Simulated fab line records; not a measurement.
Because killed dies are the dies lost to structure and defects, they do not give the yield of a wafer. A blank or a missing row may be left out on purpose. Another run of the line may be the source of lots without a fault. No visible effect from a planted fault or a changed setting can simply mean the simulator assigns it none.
fab line records    flow nand_harc
record lots=11  wafers=33  last_day=32
route steps=1302 shown A_CONTACT@1079 END@1302
lots untouched by any fault: they come from a run of this same line in which no faults occurred
start_h: hours from the record's first day to the start of the lot's first wafer shown    wait_h: how many hours have passed since the lot's step before this one    " same as the row above    L1.1+2: several wafers, shown together as one row    - no value, or no start given    * or withheld: withheld    < > ~ a bound
route shown NAME@n: names a module that has steps shown in the file, with the first one's number in the route    usual: average and standard deviation across the fault-free wafers    same: alike in all rows    chamber/n: place in a boat    sites: the reading at each site    _std_site: their standard deviation    _edge_site: the outer-site mean with the inner-site mean subtracted    radius_mm: how far each site lies from the wafer's centre    mask NAME#n: copy n    behind: the most recent tool/chamber to have shaped the wafer    hold: the reason the lot was held/the length of the hold in hours/how it ended    device: names the non-switching transistor (n, p or np)    end of line: tests run on the same wafers once the route is complete    a step given without rows: its recipe and nothing more    killed: count of dies lost to structure and defects at first sort (not the wafer's yield)    map: shows each die of a wafer: x if killed, . if not, _ if none is there
set.NAME: setting as actually run; set.NAME@STEP: the setting as run at that earlier step    model.NAME: the simulator's own value behind a step, which no gauge read
one table for each step of the route and one row for each wafer, over a sample of lots
services: when a tool's chamber went out of use (start_h, in hours from the record's first day, below 0 if earlier), for how many hours, and the reason
## steps
# step NHARC_A_CONTACT_OVL_MEAS_09
# usual overlay_x_nm=-0.1/0.78  overlay_y_nm=-0.3/0.97
lot.wafer  tool        chamber  start_h  wait_h  overlay_x_nm  overlay_y_nm
L538.2     overlay-02  -        530.22   -       0.7           -0.6
L538.4     "           -        "        "       0.2           -1.1
L538.6     "           -        "        "       1.0           -1.3
L546.1     overlay-02  -        626.93   -       -0.6          1.3
L546.5     "           -        "        "       -0.3          1.8
L546.6     "           -        "        "       0.0           1.7
L549.1     overlay-01  -        643.57   -       0.6           -0.7
L549.2     "           -        "        "       0.9           -0.2
L549.3     "           -        "        "       0.4           -0.1
L548.3     overlay-02  -        646.09   -       0.4           1.8
L548.4     "           -        "        "       -0.5          1.8
L548.6     "           -        "        "       -0.6          1.6
L550.1     overlay-01  -        667.85   -       -1.5          0.7
L550.2     "           -        "        "       -1.0          0.9
L550.5     "           -        "        "       -1.5          0.9
L551.1     overlay-01  -        669.72   -       1.1           0.3
L551.2     "           -        "        "       -0.1          -0.7
L551.3     "           -        "        "       0.8           -0.1
L553.1     overlay-02  -        699.78   -       0.4           -0.2
L553.3     "           -        "        "       0.0           0.4
L553.5     "           -        "        "       0.2           0.0
L554.3     overlay-02  -        702.15   -       1.4           0.0
L554.4     "           -        "        "       1.4           0.1
L554.5     "           -        "        "       0.9           0.1
L552.2     overlay-01  -        703.97   -       0.5           -0.5
L552.4     "           -        "        "       0.9           -0.2
L552.6     "           -        "        "       0.9           -0.9
L555.2     overlay-01  -        719.41   -       -0.9          -1.0
L555.3     "           -        "        "       -0.6          -0.9
L555.6     "           -        "        "       -0.4          -1.3
L556.1     overlay-01  -        720.97   -       -0.4          1.4
L556.2     "           -        "        "       -0.7          1.4
L556.4     "           -        "        "       -0.7          0.9
# step NHARC_A_CONTACT_ETCH_89
# recipe target_depth_a=2600  over_etch_frac=0.3  time_s=475.3  ion_energy_ev=200  n2_flow_sccm=150  h2_flow_sccm=150  ar_flow_sccm=0  rf_w=400  bias_w=150  chemistry=N2/H2
# usual bias_w=150.0/0.4  chamber_pressure_mTorr=30.001/0.027  drypump_motor_current_A=5.92/0.28  oes_product_au=0.996/0.011  rf_fwd_power_W=399.3/1.2  rf_vpp_V=429.3/2.2  showerhead_plenum_p_Torr=1.99/0.067  throttle_valve_pct=14.172/0.0087
# same over_etch_frac=0.3  time_s=475.3
lot.wafer  tool         chamber  start_h  wait_h  bias_w  chamber_pressure_mTorr  drypump_motor_current_A  oes_product_au  rf_fwd_power_W  rf_hours_counter_h  rf_vpp_V  showerhead_plenum_p_Torr  throttle_valve_pct
L538.2     rie_diel-08  3        -        -       149.6   30.043                  5.65                     1.003           399.3           28                  427.4     1.90                      14.167
L538.4     "            2        "        "       149.7   30.008                  6.35                     0.996           397.7           30                  433.2     2.08                      14.172
L538.6     "            3        "        "       149.4   29.979                  5.65                     1.006           399.4           -                   427.3     1.90                      14.171
L546.1     rie_diel-08  3        -        -       150.2   29.979                  5.61                     1.004           400.4           16                  426.4     1.90                      14.174
L546.6     "            1        "        "       150.5   30.023                  6.07                     0.993           398.5           -                   430.1     2.04                      14.173
L546.5     "            2        "        "       150.1   30.047                  6.33                     0.987           398.5           -                   431.9     2.07                      14.168
L549.2     rie_diel-08  0        -        -       150.1   29.999                  6.08                     1.005           401.2           16                  432.0     2.05                      14.158
L549.3     "            1        "        "       150.0   30.050                  6.06                     1.002           398.8           16                  430.6     2.04                      14.171
L549.1     "            2        "        "       150.1   29.983                  6.33                     0.984           398.9           19                  431.3     2.07                      14.161
L548.3     rie_diel-12  0        -        -       149.9   30.016                  5.84                     0.999           400.9           4                   426.6     1.94                      14.166
L548.4     "            1        "        "       150.5   29.983                  5.83                     1.015           399.9           7                   431.5     2.02                      14.189
L548.6     "            2        "        "       149.9   30.013                  5.76                     0.990           399.9           -                   431.0     2.01                      14.171
L550.2     rie_diel-05  3        -        -       150.4   29.972                  5.77                     0.978           397.1           23                  426.4     1.94                      14.184
L550.1     "            2        "        "       150.8   29.987                  6.05                     1.004           399.9           26                  430.0     1.99                      14.161
L550.5     "            3        "        "       150.1   29.976                  5.79                     0.982           397.6           -                   427.6     1.94                      14.184
L551.3     rie_diel-08  3        -        -       150.7   30.017                  5.62                     1.010           397.7           21                  426.1     1.90                      14.187
L551.2     "            0        "        "       150.1   29.989                  6.06                     1.003           400.9           21                  430.6     2.04                      14.172
L551.1     "            1        "        "       149.5   30.046                  6.04                     0.994           398.0           22                  431.6     2.03                      14.168
L553.1     rie_diel-08  1        -        -       150.3   30.002                  6.05                     0.997           397.2           27                  431.7     2.03                      14.169
L553.3     "            3        "        "       150.1   30.022                  5.63                     0.994           399.9           27                  426.8     1.89                      14.184
L553.5     "            1        "        "       150.3   29.992                  6.05                     0.993           399.8           -                   430.8     2.03                      14.181
L554.3     rie_diel-08  3        -        -       150.5   30.016                  5.61                     1.002           398.2           28                  427.5     1.89                      14.171
L554.4     "            2        "        "       150.0   29.973                  6.36                     0.980           397.4           28                  430.3     2.07                      14.154
L554.5     "            3        "        "       150.0   29.948                  5.63                     0.992           399.1           -                   427.9     1.89                      14.171
L552.2     rie_diel-05  0        -        -       150.2   30.071                  5.41                     1.007           399.8           41                  427.2     1.95                      14.176
L552.4     "            1        "        "       149.8   30.015                  6.07                     0.993           399.7           42                  426.6     1.88                      14.167
L552.6     "            0        "        "       149.7   29.976                  5.41                     1.003           399.1           -                   428.4     1.95                      14.173
L555.3     rie_diel-05  0        -        -       150.1   30.038                  5.43                     0.998           396.9           46                  425.7     1.95                      14.170
L555.2     "            3        "        "       150.3   29.990                  5.73                     0.996           400.5           37                  426.6     1.93                      14.184
L555.6     "            0        "        "       150.5   30.012                  5.43                     1.008           399.3           -                   427.6     1.95                      14.170
L556.4     rie_diel-08  1        -        -       149.2   30.019                  6.04                     0.995           400.0           30                  430.4     2.03                      14.188
L556.2     "            3        "        "       149.9   30.026                  5.62                     1.001           398.8           31                  425.9     1.89                      14.171
L556.1     "            0        "        "       150.1   30.000                  6.05                     0.995           398.5           32                  430.5     2.04                      14.173
# step NHARC_A_CONTACT_ETCH_139
# recipe source_w=withheld  pressure_mtorr=20  bias_v=400  time_s=195  target_depth_a=8400  ar_flow_sccm=withheld  c4f8_flow_sccm=11.5  o2_flow_sccm=7.2  chemistry=C4F8/O2/Ar
# usual chamber_pressure_mTorr=20.001/0.019  oes_air_line_au=1.001/0.022  time_s=195/0
lot.wafer  tool             chamber  start_h  wait_h  chamber_pressure_mTorr  oes_air_line_au  rf_hours_counter_h  time_s
L538.2     har_cap_etch-01  1        533.13   0.3     20.003                  1.036            4                   195
L538.4     "                1        "        "       19.974                  0.997            -                   195
L538.6     "                0        "        "       20.016                  1.030            -                   195
L546.1     har_cap_etch-02  1        629.89   0.2     -                       -                -                   -
L546.6     "                1        "        "       -                       -                -                   -
L546.5     "                0        "        "       -                       -                -                   -
L549.1     har_cap_etch-01  0        646.72   0.3     19.995                  0.929            25                  195
L549.2     "                1        "        "       19.985                  1.010            25                  195
L549.3     "                0        "        "       19.992                  0.969            -                   195
L548.4     har_cap_etch-03  1        648.68   0.2     -                       -                -                   -
L548.3     "                0        "        "       -                       -                -                   -
L548.6     "                1        "        "       -                       -                -                   -
L550.2     har_cap_etch-01  1        670.51   0.2     20.009                  0.991            28                  195
L550.1     "                0        "        "       19.955                  1.041            28                  195
L550.5     "                1        "        "       20.014                  0.973            -                   195
L551.2     har_cap_etch-03  1        672.51   0.3     20.002                  1.008            71                  195
L551.1     "                0        "        "       19.985                  0.979            71                  195
L551.3     "                0        "        "       20.020                  0.986            -                   195
L553.1     har_cap_etch-01  0        702.35   0.2     20.025                  0.939            34                  195
L553.3     "                1        "        "       20.019                  1.009            -                   195
L553.5     "                0        "        "       20.002                  0.984            -                   195
L554.4     har_cap_etch-03  1        705.21   0.3     20.009                  1.041            -                   195
L554.3     "                0        "        "       20.000                  1.027            -                   195
L554.5     "                1        "        "       19.973                  1.019            -                   195
L552.2     har_cap_etch-02  1        706.51   0.2     19.993                  1.020            130                 195
L552.4     "                1        "        "       20.005                  0.988            -                   195
L552.6     "                1        "        "       20.005                  0.990            -                   195
L555.2     har_cap_etch-03  0        722.36   0.3     20.001                  1.017            79                  195
L555.3     "                0        "        "       20.007                  1.004            -                   195
L555.6     "                0        "        "       20.022                  1.030            -                   195
L556.1     har_cap_etch-02  1        723.48   0.2     20.018                  1.002            133                 195
L556.2     "                0        "        "       20.009                  1.000            133                 195
L556.4     "                1        "        "       19.988                  1.010            -                   195
# step NHARC_A_CONTACT_ETCH_110
# recipe target_depth_a=600  overetch_a=60  time_s=33  ion_energy_ev=100  cf4_flow_sccm=80  o2_flow_sccm=20  ar_flow_sccm=0  rf_w=300  bias_w=100  chemistry=CF4/O2
# usual bias_w=100.0/0.31  cf4_flow_sccm=79.96/0.25  drypump_motor_current_A=5.94/0.25  oes_product_au=0.996/0.012  rf_fwd_power_W=294.1/1.7  rf_vpp_V=197.3/1.2  showerhead_plenum_p_Torr=1.31/0.04  throttle_valve_pct=13.397/0.0091
# same time_s=33
lot.wafer  tool         chamber  start_h  wait_h  bias_w  cf4_flow_sccm  drypump_motor_current_A  oes_product_au  rf_fwd_power_W  rf_hours_counter_h  rf_vpp_V  showerhead_plenum_p_Torr  throttle_valve_pct
L538.2     rie_diel-08  2        534.30   0.0     100.2   79.90          6.31                     0.991           294.4           30                  198.2     1.36                      13.393
L538.4     "            0        "        "       99.5    80.35          6.02                     0.990           292.3           25                  197.5     1.34                      13.388
L538.6     "            3        "        "       99.5    80.31          5.61                     1.010           295.0           -                   197.2     1.25                      13.398
L546.1     rie_diel-05  0        631.09   0.1     99.6    79.89          5.41                     0.997           295.1           18                  195.9     1.29                      13.405
L546.6     "            2        "        "       99.7    80.03          6.08                     1.008           296.9           -                   197.4     1.30                      13.394
L546.5     "            3        "        "       99.4    79.55          5.76                     0.986           293.8           -                   196.0     1.27                      13.394
L549.1     rie_diel-08  1        647.94   0.1     99.8    80.06          6.03                     1.006           293.7           17                  198.8     1.33                      13.422
L549.2     "            2        "        "       100.2   79.93          6.34                     0.989           292.2           20                  197.7     1.35                      13.415
L549.3     "            0        "        "       99.1    79.87          6.04                     1.001           293.1           17                  198.4     1.34                      13.395
L548.4     rie_diel-12  1        649.66   0.1     100.5   79.60          5.83                     1.024           291.3           8                   197.9     1.32                      13.401
L548.3     "            2        "        "       99.6    79.92          5.78                     0.991           297.2           7                   197.2     1.32                      13.376
L548.6     "            1        "        "       100.1   79.69          5.83                     1.018           292.0           -                   198.4     1.32                      13.397
L550.1     rie_diel-12  0        671.59   0.1     100.3   80.15          5.81                     1.002           296.9           9                   197.5     1.27                      13.395
L550.2     "            2        "        "       99.7    80.39          5.77                     0.983           295.2           12                  197.7     1.32                      13.408
L550.5     "            0        "        "       100.3   80.01          5.82                     0.996           297.7           -                   196.1     1.27                      13.391
L551.1     rie_diel-12  2        673.69   0.1     100.0   80.15          5.81                     0.994           296.3           12                  196.3     1.32                      13.395
L551.2     "            3        "        "       99.8    80.00          5.60                     0.980           297.2           9                   196.3     1.25                      13.396
L551.3     "            0        "        "       99.5    80.29          5.87                     1.000           296.1           9                   195.0     1.27                      13.400
L553.3     rie_diel-12  0        703.67   0.1     100.0   80.07          5.86                     0.995           297.6           17                  197.6     1.27                      13.392
L553.1     "            2        "        "       100.7   79.78          5.83                     1.002           295.8           23                  196.2     1.32                      13.393
L553.5     "            3        "        "       99.8    79.72          5.60                     0.986           296.9           -                   195.7     1.25                      13.401
L554.4     rie_diel-08  0        706.24   0.1     100.1   80.33          6.06                     1.005           292.2           30                  196.1     1.34                      13.393
L554.3     "            2        "        "       99.7    80.21          6.34                     0.978           291.9           29                  198.1     1.35                      13.397
L554.5     "            1        "        "       100.0   79.67          6.05                     0.992           292.3           -                   198.6     1.33                      13.397
L552.2     rie_diel-08  2        707.64   0.1     100.5   80.06          6.35                     0.983           294.5           29                  198.4     1.35                      13.396
L552.4     "            3        "        "       100.1   80.11          5.64                     0.999           295.4           28                  196.5     1.24                      13.400
L552.6     "            1        "        "       100.0   79.91          6.04                     0.992           294.1           -                   198.1     1.33                      13.402
L555.2     rie_diel-05  2        723.52   0.1     100.0   80.64          6.06                     1.011           293.8           44                  197.4     1.30                      13.399
L555.3     "            3        "        "       100.1   80.38          5.76                     0.987           295.3           38                  197.3     1.27                      13.408
L555.6     "            3        "        "       100.4   79.99          5.77                     1.010           295.1           -                   196.3     1.27                      13.408
L556.1     rie_diel-05  1        724.86   0.1     100.2   79.96          6.05                     0.991           292.6           48                  195.6     1.23                      13.417
L556.2     "            3        "        "       100.0   79.73          5.71                     0.982           293.8           38                  197.7     1.27                      13.400
L556.4     "            0        "        "       100.3   80.08          5.40                     0.996           296.6           47                  196.1     1.28                      13.382
# step NHARC_END_SORT_01
# recipe temp_c=25
# usual killed_at_array=52/19  killed_at_other=1.0/1.2  killed_at_periphery=4.1/2.8  killed_dies=57/19  killed_open=3.1/1.7  killed_short=2.5/1.5
# same gross_dies=677
lot.wafer  tool       chamber  start_h  wait_h  hold                    killed_at_array  killed_at_other  killed_at_periphery  killed_dies  killed_open  killed_short
L546.1     prober-01  0        674.86   2.5     await_dispo/4.7h/scrap  663              2                12                   677          3            2
L546.5     prober-01  0        678.01   3.6     await_dispo/4.7h/scrap  669              4                4                    677          2            2
L546.6     prober-01  0        678.79   3.9     await_dispo/4.7h/scrap  669              1                7                    677          2            3
L548.3     prober-01  0        695.25   3.1     await_dispo/6.4h/scrap  676              0                1                    677          0            1
L548.4     prober-01  0        696.06   3.4     await_dispo/6.4h/scrap  674              0                3                    677          6            1
L548.6     prober-01  0        697.68   4.0     await_dispo/6.4h/scrap  673              0                4                    677          4            4
# killed by level:class
L546.1 A_CONTACT:area_etch=650 P_GATE:chamber_film_flake=6 A_CHANNEL_HOLE_D1:chamber_film_flake=5 P_BONDPAD:chamber_film_flake=5 A_WL_FILL:chamber_film_flake=2 A_ONON_D1:geometric_particle:short=1 A_CHANNEL_HOLE_D1:geometric_particle:short=1 A_ONON_D2:geometric_particle:open=1
L546.5 A_CONTACT:area_etch=651 A_CHANNEL_HOLE_D1:chamber_film_flake=7 A_SLIT:chamber_film_flake=6 P_GATE:chamber_film_flake=2 P_BONDPAD:chamber_film_flake=2 HYBRID_BOND:chamber_film_flake=2 A_ONON_D1:geometric_particle:open=1 A_WL_FILL:geometric_particle:short=1
L546.6 A_CONTACT:area_etch=650 A_CHANNEL_HOLE_D1:chamber_film_flake=6 P_GATE:chamber_film_flake=5 A_WL_FILL:chamber_film_flake=5 A_STAIRCASE:chamber_film_flake=2 A_SLIT:chamber_film_flake=2 P_M1:geometric_particle:short=1 A_WL_FILL:geometric_particle:open=1
L548.3 A_CONTACT:area_etch=637 A_CHANNEL_HOLE_D1:chamber_film_flake=25 A_WL_FILL:chamber_film_flake=5 A_ZERO_WELL:chamber_film_flake=2 A_CHANNEL_HOLE_D2:chamber_film_flake=2 A_CHANNEL_FILL_D1:geometric_particle:short=1 P_GATE:chamber_film_flake=1 A_SLIT:chamber_film_flake=1
L548.4 A_CONTACT:area_etch=622 A_CHANNEL_HOLE_D1:chamber_film_flake=33 A_WL_FILL:chamber_film_flake=6 A_CHANNEL_FILL_D1:geometric_particle:open=2 A_ZERO_WELL:chamber_film_flake=2 A_CHANNEL_HOLE_D2:chamber_film_flake=2 A_CONTACT:chamber_film_flake=2 P_GATE:geometric_particle:open=1
L548.6 A_CONTACT:area_etch=640 A_CHANNEL_HOLE_D1:chamber_film_flake=20 A_WL_FILL:chamber_film_flake=4 A_CONTACT:chamber_film_flake=3 A_WL_FILL:geometric_particle:short=2 P_GATE:geometric_particle:short=1 P_M0:geometric_particle:short=1 P_M0:geometric_particle:open=1
## services
tool         chamber  start_h  hours  kind
rie_diel-08  0        524.39   -      clean
rie_diel-08  1        524.39   -      clean
rie_diel-08  2        524.39   -      clean
rie_diel-08  3        524.39   -      clean
rie_diel-08  -        544.86   9.0    pm
rie_diel-08  0        544.86   9.0    vent_cycle
rie_diel-08  1        544.86   9.0    vent_cycle
rie_diel-08  2        544.86   9.0    vent_cycle
rie_diel-08  3        544.86   9.0    vent_cycle
rie_diel-08  0        553.86   -      clean
rie_diel-08  1        553.86   -      clean
rie_diel-12  0        576.81   15.6   repair
rie_diel-08  0        578.58   4.5    repair
rie_diel-05  -        583.62   9.0    pm
rie_diel-12  -        598.60   0.9    repair
rie_diel-12  1        603.50   19.8   repair
rie_diel-12  -        625.01   9.0    pm
rie_diel-08  3        639.83   13.3   repair
rie_diel-05  3        643.44   9.1    repair
rie_diel-08  3        656.70   1.3    repair
rie_diel-12  1        678.30   1.5    repair
rie_diel-08  1        679.84   5.6    repair
rie_diel-08  2        682.15   12.8   repair
rie_diel-08  -        721.97   9.0    pm
## key
first_sign step=NHARC_A_CONTACT_ETCH_139  reading=tool_record  direction=missing
effect step=NHARC_END_SORT_01  reading=killed_dies  direction=up  sigmas=33  usual=57  struck=677
more_kills_born_at NHARC_A_CONTACT_ETCH_139@har_cap_etch-02=1942  NHARC_A_CONTACT_ETCH_139@har_cap_etch-03=1897
met_at NHARC_A_CONTACT_ETCH_139
struck_lots L546,L548
later_rows_left_out L546.1,L546.5,L546.6,L548.3,L548.4,L548.6
tester_left_out L546,L548
not_acting_at NHARC_A_CONTACT_OVL_MEAS_09,NHARC_A_CONTACT_ETCH_89,NHARC_A_CONTACT_ETCH_110
fault kind=skipped_step_whole  tool=har_cap_etch-02,har_cap_etch-03  chamber=-  onset_h=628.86  steps=NHARC_A_CONTACT_ETCH_139  scope=struck_lots_only
# tester_left_out: of these lots the tester's yield and bins aren't shown, on N5 and GAA mostly nor the transistor test; their killed dies are dies lost to structure and defects alone, not to doping, threshold or leakage, so they don't give the yield
# later_rows_left_out: the simulator's readings of these wafers behind a module that went badly wrong aren't trusted and aren't shown, but for the sort
